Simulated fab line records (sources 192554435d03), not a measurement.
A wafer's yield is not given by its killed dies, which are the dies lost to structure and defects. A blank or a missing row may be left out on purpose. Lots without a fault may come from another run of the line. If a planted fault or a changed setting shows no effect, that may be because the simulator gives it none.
Matching of chambers + flow n5Finfet + N5_PMOS_HMC_CHANNEL_EPI_DESCUM_14 on rieDiel-05: 4 sister chambers
The step chemistry O2, time 7.9 s. 4 wafers are shown with their chamber, then 7 later ones without.

## EACH WAFER AND ITS CHAMBER
| wafer  | chamber | showerheadPlenumPTorr (Torr) |
|--------|---------|------------------------------|
| L080.5 | 2       | 2.16                         |
| L083.2 | 1       | 1.99                         |
| L084.1 | 0       | 2.14                         |
| L084.2 | 3       | 2.05                         |

## WAFERS WITH NO CHAMBER GIVEN
| wafer  | showerheadPlenumPTorr (Torr) |
|--------|------------------------------|
| L084.4 | 2.16                         |
| L086.1 | 2.16                         |
| L086.3 | 2.13                         |
| L086.4 | 1.99                         |
| L091.1 | 2.04                         |
| L091.4 | 1.99                         |
| L091.5 | 2.04                         |

## THE CHAMBER EACH PASSED THROUGH
| wafer  | from the rows above | in truth |
|--------|---------------------|----------|
| L084.4 | 2                   | 2        |
| L086.1 | 2                   | 2        |
| L086.3 | 0                   | 0        |
| L086.4 | 1                   | 1        |
| L091.1 | 3                   | 3        |
| L091.4 | 1                   | 1        |
| L091.5 | 3                   | 3        |
7 of 7 placed correctly. Not placeable from these rows: 0. Number placed wrongly: 0.
How it was worked out, from the rows above alone: a wafer's distance from a chamber is the root of the sum, over the readings, of the square of ((its reading less the chamber's mean) divided by the reading's scatter). The wafer belongs to the nearest chamber; if the next one is less than 2 further off, it can't be placed. Each chamber's mean is taken over the wafers shown for it. The scatter (one wafer shown for each chamber): square how far every hidden wafer sits from the nearest shown wafer, average those squares and take the square root.
